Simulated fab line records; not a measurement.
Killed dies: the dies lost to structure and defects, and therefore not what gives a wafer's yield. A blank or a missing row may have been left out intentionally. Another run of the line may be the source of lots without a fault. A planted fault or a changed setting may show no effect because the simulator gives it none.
fab line records | flow n5Finfet
record lots=4 | wafers=12 | lastDay=17
route steps=1938 shown BEOL_M1@767 BEOL_M4@1111 PASSIVATION@1936
lots that met no fault: from a run of the same line without faults
startH: hours from the record's opening day to when the first of the lot's shown wafers began | waitH: hours from the lot's prior step to this one | " identical to the entry in the row above | L1.1+2: one row covering several wafers at once | - no value present, or no start provided | * or withheld: withheld | < > ~ a bound
route shown NAME@n: NAME is a module with steps in the file, n the number in the route of the first one | usual: mean/standard deviation of fault-free wafers | same: alike in all rows | chamber/n: place in a boat | sites: each site's reading | _std_site: how widely they spread, as a standard deviation | _edge_site: outer sites' mean less inner sites' | radiusMm: how far each site lies from the wafer's centre | mask NAME#n: copy n | behind: the most recent tool/chamber to have shaped the wafer | hold: what put the lot on hold/how long, in hours/how the hold closed | device: whichever transistor did not switch (one of n, p or np) | end of line: the same wafers' tests at the end of the route | where a step has no rows: the recipe by itself | killed: dies lost to structure and defects at the first sort, not the wafer's yield | map: dies across one wafer; x = killed, . = not, _ = none there
set.NAME: setting as actually run; set.NAME@STEP: the setting as run at that earlier step | model.NAME: the simulator's own value behind a step, which no gauge read
lots at selected steps of the route; one table per step, one row per wafer
services: from which hour (startH, from the record's first day; less than 0 if before it) a tool's chamber was out of use, for how many hours, and why
## steps
# step N5_BEOL_M1_DESCUM_16
# recipe chemistry=O2 | timeS=7 | sourcePowerW=50 | biasPowerW=20 | pressureMtorr=20 | rfFrequencyHz=2.712e+07 | tempC=40 | resist=CAR-EUV | o2FlowSccm=225
# step N5_BEOL_M1_ETCH_74
# recipe chemistry=N2/H2 | target=underlayer | targetDepthA=65 | maskMaterial=CAR-EUV | timeS=5.2 | ionEnergyEv=200 | pressureMtorr=30 | sourceW=840 | biasW=150 | n2FlowSccm=200 | h2FlowSccm=200 | ends=cleared
# step N5_BEOL_M1_ETCH_63
# recipe chemistry=CF4 | target=SiARC | targetDepthA=156 | maskMaterial=CAR-EUV | timeS=26 | ionEnergyEv=80 | pressureMtorr=40 | sourceW=545 | biasW=36 | Ar_flow_sccm=100 | cf4FlowSccm=100 | ends=cleared
# step N5_BEOL_M1_ETCH_64
# recipe chemistry=N2/H2 | target=SOC | targetDepthA=750 | overetchA=150 | maskMaterial=SiARC | tempC=40 | timeS=112.5 | ionEnergyEv=200 | pressureMtorr=30 | sourceW=840 | biasW=150 | n2FlowSccm=200 | h2FlowSccm=200
# step N5_BEOL_M1_STRIP_65
# recipe chemistry=N2/H2 | tempC=40 | n2FlowSccm=200 | h2FlowSccm=200 | rfFrequencyHz=6e+07
# step N5_BEOL_M1_STRIP_75
# recipe chemistry=N2/H2 | tempC=40 | n2FlowSccm=200 | h2FlowSccm=200 | rfFrequencyHz=6e+07
# step N5_BEOL_M1_STRIP_66
# recipe chemistry=CF4 | resist=SiARC | powerW=300 | biasPowerW=75 | pressureMtorr=50 | cf4FlowSccm=150 | rfFrequencyHz=6e+07
# step N5_BEOL_M1_HM_OPEN_17
# recipe chemistry=Cl2/BCl3 | targetDepthA=200 | overetchA=60 | target=TiN | maskMaterial=SOC | ionEnergyEv=150 | pressureMtorr=10 | icpW=1000 | biasW=126 | Cl2_flow_sccm=53.25 | bcl3FlowSccm=21.75 | Ar_flow_sccm=25
# step N5_BEOL_M1_STRIP_19
# recipe chemistry=O2 | powerW=400 | tempC=40 | pressureMtorr=30 | rfFrequencyHz=6e+07 | biasPowerW=0 | overashFraction=0.2 | o2FlowSccm=225
# step N5_BEOL_M1_COAT_67
# recipe resist=SOC | tempC=250 | timeS=60 | spinRpm=1500 | resistThkNm=60
# step N5_BEOL_M1_COAT_68
# recipe resist=SiARC | tempC=220 | timeS=60 | spinRpm=1500 | resistThkNm=12
# step N5_BEOL_M1_COAT_76
# recipe resist=underlayer | tempC=205 | timeS=60 | spinRpm=1500 | resistThkNm=5
# usual heaterPowerTotalW=391.7/1.2 | runLengthS=66.07/0.21
lot.wafer | tool          | chamber | startH | waitH | heaterPowerTotalW | runLengthS
L893.1    | lithoTrack-02 | 0       | 137.71 | -     | 390.6             | 66.23
L893.2    | "             | 0       | "      | "     | 391.0             | 66.16
L893.4    | "             | 0       | "      | "     | 391.0             | 66.03
L903.2    | lithoTrack-02 | 0       | 195.46 | -     | 389.6             | 66.46
L903.4    | "             | 0       | "      | "     | 390.2             | 66.05
L903.6    | "             | 0       | "      | "     | 390.2             | 66.18
L908.1    | lithoTrack-02 | 0       | 224.16 | -     | 555.6             | 40.27
L908.2    | "             | 0       | "      | "     | 552.6             | 40.28
L908.4    | "             | 0       | "      | "     | 552.3             | 40.24
L909.1    | lithoTrack-02 | 0       | 229.51 | -     | 551.5             | 40.31
L909.4    | "             | 0       | "      | "     | 552.5             | 40.23
L909.5    | "             | 0       | "      | "     | 555.2             | 40.37
# step N5_BEOL_M1_COAT_22
# recipe resist=CAR-EUV | spinRpm=1500 | resistThkNm=30
# step N5_BEOL_M1_EBR_24
# recipe solvent=PGMEA | ebrWidthMm=1.5
# step N5_BEOL_M1_SOFTBAKE_23
# recipe tempC=110 | timeS=60 | resist=CAR-EUV
# step N5_BEOL_M1_EXPOSE_25
# recipe maskId=V0 | na=0.33 | sourceShape=quasar | sigmaInner=0.2 | sigmaOuter=0.8 | polarization=unpolarized | defocusNm=5 | targetCdNm=24 | doseMj=63
# step N5_BEOL_M1_PEB_26
# recipe pebTempC=100 | pebTimeS=60 | resist=CAR-EUV
# step N5_BEOL_M1_DEVELOP_27
# recipe developTimeS=30 | developer=TMAH | resist=CAR-EUV | rinseLiquid=surfactantRinse | dry=airSpin | devTempC=23
# step N5_BEOL_M1_DESCUM_33
# recipe chemistry=O2 | timeS=7 | sourcePowerW=50 | biasPowerW=20 | pressureMtorr=20 | rfFrequencyHz=2.712e+07 | tempC=40 | resist=CAR-EUV | o2FlowSccm=225
# step N5_BEOL_M1_ETCH_77
# recipe chemistry=N2/H2 | target=underlayer | targetDepthA=65 | maskMaterial=CAR-EUV | timeS=5.2 | ionEnergyEv=200 | pressureMtorr=30 | sourceW=840 | biasW=150 | n2FlowSccm=200 | h2FlowSccm=200 | ends=cleared
# usual drypumpMotorCurrentA=5.7/0.42 | etchRfOnTimeS=5.21/0.12 | oesProductAu=0.66/0.068 | rfVppV=523.6/2.7 | showerheadPlenumPTorr=2.54/0.092 | throttleValvePct=17.93/0.21
lot.wafer | tool       | chamber | startH | waitH | drypumpMotorCurrentA | etchRfOnTimeS | oesProductAu | rfHoursCounterH | rfVppV | showerheadPlenumPTorr | throttleValvePct | model.etch.depthNm
L893.1    | rieDiel-03 | 3       | 138.14 | 0.0   | 5.5                  | 5.28          | 0.61         | 172             | 527.2  | 2.65                  | 17.81            | 4.984
L893.2    | "          | 2       | "      | "     | 6.0                  | 5.21          | 0.65         | 155             | 519.6  | 2.45                  | 17.98            | 4.993
L893.4    | "          | 1       | "      | "     | 5.7                  | 5.06          | 0.68         | 129             | 523.8  | 2.55                  | 17.62            | 4.994
L903.2    | rieDiel-02 | 0       | 195.99 | 0.0   | 5.7                  | 5.27          | 0.85         | 1               | 524.8  | 2.62                  | 17.76            | 5.004
L903.4    | "          | 0       | "      | "     | 5.7                  | 5.31          | 0.84         | -               | 524.2  | 2.62                  | 17.74            | 4.986
L903.6    | "          | 2       | "      | "     | 5.8                  | 5.22          | 0.65         | -               | 525.1  | 2.55                  | 18.15            | 4.992
L908.1    | rieDiel-03 | 3       | 224.72 | 0.0   | 5.5                  | 5.45          | 0.59         | 197             | 527.3  | 2.64                  | 17.87            | 5.06
L908.2    | "          | 1       | "      | "     | 5.7                  | 5.23          | 0.65         | 156             | 524.1  | 2.54                  | 17.65            | 5.041
L908.4    | "          | 2       | "      | "     | 6.0                  | 5.35          | 0.63         | 179             | 519.7  | 2.44                  | 17.99            | 5.042
L909.1    | rieDiel-02 | 2       | 230.07 | 0.0   | 5.9                  | 5.23          | 0.64         | 156             | 522.5  | 2.54                  | 18.20            | 5.016
L909.4    | "          | 3       | "      | "     | 4.9                  | 5.05          | 0.62         | 219             | 523.0  | 2.40                  | 18.19            | 5.031
L909.5    | "          | 3       | "      | "     | 4.9                  | 4.99          | 0.64         | -               | 520.8  | 2.40                  | 18.15            | 5.033
# step N5_BEOL_M1_ETCH_69
# recipe chemistry=CF4 | target=SiARC | targetDepthA=156 | maskMaterial=CAR-EUV | timeS=26 | ionEnergyEv=80 | pressureMtorr=40 | sourceW=545 | biasW=36 | Ar_flow_sccm=100 | cf4FlowSccm=100 | ends=cleared
# step N5_BEOL_M4_RC_MEAS_101
# usual DIBL_N=36.0/1.8 | DIBL_P=36.3/2.4 | IOFF_N=0.16/0.035 | IOFF_P=0.21/0.036 | ION_N=673/13 | ION_P=461/7.2 | SS_N=71.4/0.6 | SS_P=73.2/0.7 | VT_N=250/4 | VT_P=-250.9/2.9
lot.wafer | tool      | chamber | startH | waitH | DIBL_N[mV/V] | DIBL_P[mV/V] | IOFF_N[nA/um] | IOFF_P[nA/um] | ION_N[uA/um] | ION_P[uA/um] | SS_N[mV/dec] | SS_P[mV/dec] | VT_N[mV] | VT_P[mV]
L893.1    | prober-01 | 0       | 191.19 | 0.0   | 37.9         | 40.6         | 0.20          | 0.27          | 688          | 469          | 71.1         | 73.8         | 248      | -247.2
L893.2    | "         | 0       | "      | "     | 37.4         | 39.3         | 0.19          | 0.25          | 693          | 477          | 71.5         | 74.7         | 248      | -248.0
L893.4    | "         | 0       | "      | "     | 35.5         | 36.9         | 0.16          | 0.20          | 670          | 467          | 70.9         | 72.8         | 251      | -250.3
L903.2    | prober-01 | 0       | 248.23 | 0.2   | 34.3         | 33.0         | 0.11          | 0.16          | 647          | 447          | 72.1         | 71.8         | 254      | -256.0
L903.4    | "         | 0       | "      | "     | 35.6         | 35.8         | 0.14          | 0.19          | 659          | 459          | 71.1         | 73.6         | 248      | -254.0
L903.6    | "         | 0       | "      | "     | 35.3         | 33.7         | 0.13          | 0.16          | 668          | 456          | 70.9         | 72.8         | 254      | -255.8
L908.1    | prober-02 | 0       | 279.89 | 0.0   | 35.5         | 36.0         | 0.16          | 0.19          | 672          | 459          | 71.2         | 73.3         | 248      | -251.7
L908.2    | "         | 0       | "      | "     | 35.9         | 37.5         | 0.17          | 0.21          | 694          | 465          | 71.0         | 73.5         | 248      | -251.6
L908.4    | "         | 0       | "      | "     | 33.8         | 34.0         | 0.14          | 0.18          | 668          | 457          | 70.6         | 73.0         | 250      | -253.1
L909.1    | prober-01 | 0       | 286.61 | 0.0   | 37.3         | 38.7         | 0.16          | 0.25          | 677          | 468          | 71.8         | 73.3         | 252      | -250.9
L909.4    | "         | 0       | "      | "     | 36.5         | 35.5         | 0.14          | 0.19          | 660          | 448          | 71.7         | 73.0         | 255      | -250.3
L909.5    | "         | 0       | "      | "     | 35.4         | 34.9         | 0.12          | 0.18          | 648          | 452          | 71.3         | 72.5         | 254      | -251.1
# step N5_PASSIVATION_PROBE_49
# usual defectLimitedYield=91.2/1.4 | killed_at_M0_to_M3=35/11 | killed_at_M4_up=14/5.6 | killedAtContacts=12/5.6 | killedAtFrontEnd=38/11 | killedAtOther=4/3.4 | killedDies=103/17 | killedOnRim=13/3.5 | killedOpen=68/12 | killedShort=33/8.8 | sort_bin_5_function=5.1/0.89 | sort_bin_6_memory=3.3/0.71 | sortNPass=1077/17 | sortYieldPct=91.2/1.4
# same grossDies=1180 | killedAtBackSide=0 | sort_bin_4_leakage[%]=0 | sort_bin_8_speed[%]=0
lot.wafer | tool      | chamber | startH | waitH | defectLimitedYield[%] | killed_at_M0_to_M3 | killed_at_M4_up | killedAtContacts | killedAtFrontEnd | killedAtOther | killedDies | killedOnRim | killedOpen | killedShort | sort_bin_5_function[%] | sort_bin_6_memory[%] | sortNPass | sortYieldPct[%]
L893.1    | prober-02 | -       | 298.13 | 0.0   | 92.2                  | 20                 | 6               | 10               | 48               | 8             | 92         | 10          | 61         | 31          | 4.1                    | 3.6                  | 1088      | 92.2
L893.2    | prober-02 | -       | 298.18 | 0.1   | 91.1                  | 39                 | 6               | 4                | 51               | 5             | 105        | 12          | 68         | 37          | 5.4                    | 3.2                  | 1075      | 91.1
L893.4    | prober-02 | -       | 298.28 | 0.2   | 93.1                  | 23                 | 3               | 5                | 48               | 3             | 82         | 7           | 55         | 26          | 4.5                    | 2.3                  | 1098      | 93.1
L903.6    | prober-02 | -       | 357.48 | 0.3   | 89.5                  | 52                 | 17              | 20               | 34               | 1             | 124        | 16          | 95         | 28          | 6.4                    | 3.9                  | 1056      | 89.5
L908.1    | prober-01 | -       | 395.17 | 0.7   | 92.6                  | 31                 | 16              | 12               | 28               | 0             | 87         | 13          | 62         | 23          | 3.6                    | 3.1                  | 1093      | 92.6
L908.4    | prober-01 | -       | 395.32 | 0.9   | 91.7                  | 38                 | 18              | 8                | 34               | 0             | 98         | 16          | 67         | 30          | 4.6                    | 3.4                  | 1082      | 91.7
L909.1    | prober-01 | -       | 401.65 | 0.0   | 91.3                  | 49                 | 10              | 16               | 25               | 3             | 103        | 12          | 77         | 26          | 4.5                    | 4.0                  | 1077      | 91.3
L909.4    | prober-01 | -       | 401.80 | 0.2   | 91.7                  | 46                 | 16              | 14               | 22               | 0             | 98         | 15          | 55         | 43          | 4.6                    | 3.1                  | 1082      | 91.7
L909.5    | prober-01 | -       | 401.85 | 0.2   | 93.1                  | 29                 | 15              | 7                | 27               | 3             | 81         | 11          | 51         | 28          | 3.6                    | 2.9                  | 1099      | 93.1
# killed by level:class
L893.1 FIN_SAQP:geometricParticle:open=13 MOL_CONTACT_COAG:geometricParticle:open=9 STI_FIN_REVEAL:geometricParticle:open=8 BEOL_M3:geometricParticle:open=8 FIN_SAQP:geometricParticle:short=6 STARTING-WAFER:geometricParticle:short=5 STI_FIN_REVEAL:geometricParticle:short=4 BEOL_M3:geometricParticle:short=4
L893.2 STI_FIN_REVEAL:geometricParticle:open=15 FIN_SAQP:geometricParticle:open=12 BEOL_M0_SAQP:geometricParticle:short=10 BEOL_M3:geometricParticle:open=9 BEOL_M0_SAQP:geometricParticle:open=6 BEOL_M1:geometricParticle:short=5 BEOL_M2:geometricParticle:open=5 FIN_SAQP:geometricParticle:short=4
L893.4 FIN_SAQP:geometricParticle:open=10 STI_FIN_REVEAL:geometricParticle:open=8 BEOL_M0_SAQP:geometricParticle:open=7 BEOL_M0_SAQP:geometricParticle:short=6 BEOL_M2:geometricParticle:open=6 DUMMY_GATE:geometricParticle:open=4 ILD0:geometricParticle:open=4 STARTING-WAFER:geometricParticle:short=4
L903.6 MOL_CONTACT_COAG:geometricParticle:open=19 BEOL_M3:geometricParticle:open=13 STI_FIN_REVEAL:geometricParticle:open=10 BEOL_M1:geometricParticle:open=10 FIN_SAQP:geometricParticle:open=8 BEOL_M0_SAQP:geometricParticle:short=7 BEOL_M2:geometricParticle:open=7 BEOL_M0_SAQP:geometricParticle:open=6
L908.1 MOL_CONTACT_COAG:geometricParticle:open=10 BEOL_M3:geometricParticle:open=10 BEOL_M4:geometricParticle:open=8 STI_FIN_REVEAL:geometricParticle:open=6 BEOL_M0_SAQP:geometricParticle:short=5 BEOL_M0:geometricParticle:open=5 FIN_SAQP:geometricParticle:open=4 FIN_SAQP:geometricParticle:short=4
L908.4 BEOL_M1:geometricParticle:open=11 BEOL_M4:geometricParticle:open=9 STI_FIN_REVEAL:geometricParticle:open=7 GATE_CUT:geometricParticle:short=7 MOL_CONTACT_COAG:geometricParticle:open=7 BEOL_M0_SAQP:geometricParticle:open=6 FIN_SAQP:geometricParticle:open=5 BEOL_M0_SAQP:geometricParticle:short=5
L909.1 MOL_CONTACT_COAG:geometricParticle:open=14 BEOL_M0_SAQP:geometricParticle:open=13 BEOL_M3:geometricParticle:open=12 FIN_SAQP:geometricParticle:open=7 BEOL_M0_SAQP:geometricParticle:short=7 BEOL_M4:geometricParticle:open=6 BEOL_M1:geometricParticle:open=5 STI_FIN_REVEAL:geometricParticle:open=4
L909.4 BEOL_M0_SAQP:geometricParticle:short=20 MOL_CONTACT_COAG:geometricParticle:open=9 BEOL_M0_SAQP:geometricParticle:open=7 BEOL_M2:geometricParticle:open=7 GATE_CUT:geometricParticle:short=6 MOL_CONTACT_COAG:geometricParticle:short=5 BEOL_M2:geometricParticle:short=5 BEOL_M4:geometricParticle:open=5
L909.5 GATE_CUT:geometricParticle:short=10 BEOL_M3:geometricParticle:open=8 BEOL_M4:geometricParticle:open=8 MOL_CONTACT_COAG:geometricParticle:open=7 BEOL_M0_SAQP:geometricParticle:short=7 BEOL_M2:geometricParticle:open=4 BEOL_M1:geometricParticle:open=4 FIN_SAQP:geometricParticle:short=3
## services
tool          | chamber | startH | hours | kind
rieDiel-02    | 0       | 174.77 | -     | clean
rieDiel-02    | 0       | 174.77 | -     | consumableReplace:focusRing
rieDiel-02    | 0       | 174.77 | 19.6  | scheduledDown
rieDiel-02    | 0       | 174.77 | 19.6  | ventCycle
lithoTrack-02 | -       | 188.10 | -     | consumableReplace:filter
rieDiel-02    | 1       | 194.32 | -     | clean
rieDiel-02    | 1       | 194.32 | -     | consumableReplace:focusRing
rieDiel-02    | 1       | 194.32 | 25.5  | scheduledDown
rieDiel-02    | 1       | 194.32 | 25.5  | ventCycle
## key
firstSign step=N5_BEOL_M1_COAT_76 | reading=heaterPowerTotalW | direction=up | sigmas=99+ | usual=* | struck=*
effect step=N5_BEOL_M1_COAT_76 | reading=runLengthS | direction=down | sigmas=99+ | usual=* | struck=*
modelEffect step=N5_BEOL_M1_ETCH_77 | value=etch.depthNm | without=5.001 | struck=5.037
metAt N5_BEOL_M1_COAT_76
struckWafers L908.1,L908.2,L908.4,L909.1,L909.4,L909.5
onsetBetween 195.46 224.16
fault kind=processParameterDrift | tool=lithoTrack-02 | chamber=- | onsetH=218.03 | steps=N5_BEOL_M1_COAT_76 | channel=timeS | offset=* | shape=step | endH=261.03 | actsIn=* | stated=*
